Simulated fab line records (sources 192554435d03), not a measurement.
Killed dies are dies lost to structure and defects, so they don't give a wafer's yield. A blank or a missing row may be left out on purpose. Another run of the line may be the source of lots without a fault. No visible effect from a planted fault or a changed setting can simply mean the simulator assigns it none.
A lot that was struck, set against a sound lot :: flow n5 finfet :: 16 steps out of a route of 1938
Sound: wafers L605.1, L605.4, L605.6. Wafers struck: L598.1, L598.3, L598.6. The cause is given at the end.
For every step that has rows: the tool of each side, followed by ch and its chambers, followed by its first start. Under that, the readings that differ: sound wafers :: struck wafers :: difference of the means :: sigmas: that difference in standard deviations of wafers without a fault.
alike: readings whose means differ by less than 2 such deviations, and words and numbers that are the same on both sides. not compared: withheld readings, readings that some wafer has no value for, bounds like >300 that may hide the same value, and numbers for which the record gives no deviation and whose values overlap.
The two part at a step that has a row with sigmas, a row that says differs or no value, or rows on one side only. Numbers that have no deviation but don't overlap get no sigmas and don't part them. A reading that every wafer of one side lacks parts them only if that side has two wafers or more.

N5_WELL_APT_DESCUM_30: chemistry O2, time 7.9 s.
  sound on rie diel-06 ch 0,2, day 6 08:52; struck on rie diel-05 ch 0,3, day 4 15:21
  alike: drypump motor current A, oes product au, rf vpp V, showerhead plenum p Torr, throttle valve pct
  not compared: rf hours counter h
then, 3 steps without rows for these wafers: N5_WELL_APT_IMPLANT_31; N5_WELL_APT_IMPLANT_32; N5_WELL_APT_STRIP_33 (strips in SPM, time 900 s).
N5_WELL_APT_RTA_34: time 10 s.
  sound on rtp anneal-02 ch 0, day 6 09:40; struck on rtp anneal-02 ch 0, day 4 16:07
  alike: lamp power pct, wafer_temp_C_max
then, 4 steps without rows for these wafers: N5_WELL_APT_OXIDE_STRIP_42 (strips SiO2 in dHF, time 45 s, target depth 12 nm); N5_WELL_APT_PRECLEAN_36 (cleans in O3/DIW, time 45 s); N5_WELL_APT_PRECLEAN_39 (cleans in dHF, time 60 s); N5_WELL_APT_SRD_37 (time 30 s).
N5_WELL_APT_EPI_41: deposits Si from SiH4/H2, target thk 50 nm, time 297.7 s.
  sound on epi rpcvd-01 ch 0, day 6 09:54; struck on epi rpcvd-01 ch 0, day 4 16:21
  alike: throttle valve pct
N5_WELL_APT_INSPECT_38: inspects for defects (darkfield).
  struck on defect inspect-02, day 4 16:59; sound on defect inspect-01, day 6 10:44
  alike: raw defect count
N5_PMOS_HMC_CHANNEL_EPI_HM_DEP_34: deposits SiO2 from TEOS/O2, target thk 36 nm, time 6.9 s.
  sound on pecvd-03 ch 1,2, day 6 10:46; struck on pecvd-01 ch 0,1, day 4 17:01
  alike: heater power outer w, heater power w, showerhead plenum p Torr, throttle valve pct
N5_PMOS_HMC_CHANNEL_EPI_COAT_31: time 60 s, resist thk 66 nm.
  sound on litho track-04 ch 0, day 6 10:50; struck on litho track-05 ch 0, day 4 17:05
reading: heater power total W (W)
sound: 389.8 391.2 391.7
struck: 380.4 382.6 380.3
difference: -9.8
sigmas: -8

reading: plate temp C (C)
sound: 204.83 205.00 205.02
struck: 200.41 200.50 200.58
difference: -4.45
sigmas: -30
then, 1 step without rows for these wafers: N5_PMOS_HMC_CHANNEL_EPI_COAT_03 (resist thk 205 nm).
-- a jump in the record: the struck wafers' starts before and after are 6 days apart (it breaks off in module PMOS_HMC_CHANNEL_EPI and resumes in module BEOL_M4, where the first step shown is number 1111 of the route) --
N5_BEOL_M4_RC_MEAS_101:
  sound on prober-01 ch 0, day 12 19:58; struck on prober-02 ch 0, day 11 02:17
  alike: DIBL_N, DIBL_P, IOFF_N, IOFF_P, ION_N, ION_P, SS_N, SS_P, VT_N, VT_P
next, for these wafers, 1 step has no rows: N5_PASSIVATION_PROBE_49.

== WHERE THEY PART ==
Only at N5_PMOS_HMC_CHANNEL_EPI_COAT_31, within this record. Later steps at which nothing parts them and some readings are alike: N5_BEOL_M4_RC_MEAS_101.

WHY: the cause the simulator had injected
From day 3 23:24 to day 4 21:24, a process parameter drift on litho track-05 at N5_PMOS_HMC_CHANNEL_EPI_COAT_31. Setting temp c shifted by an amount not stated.
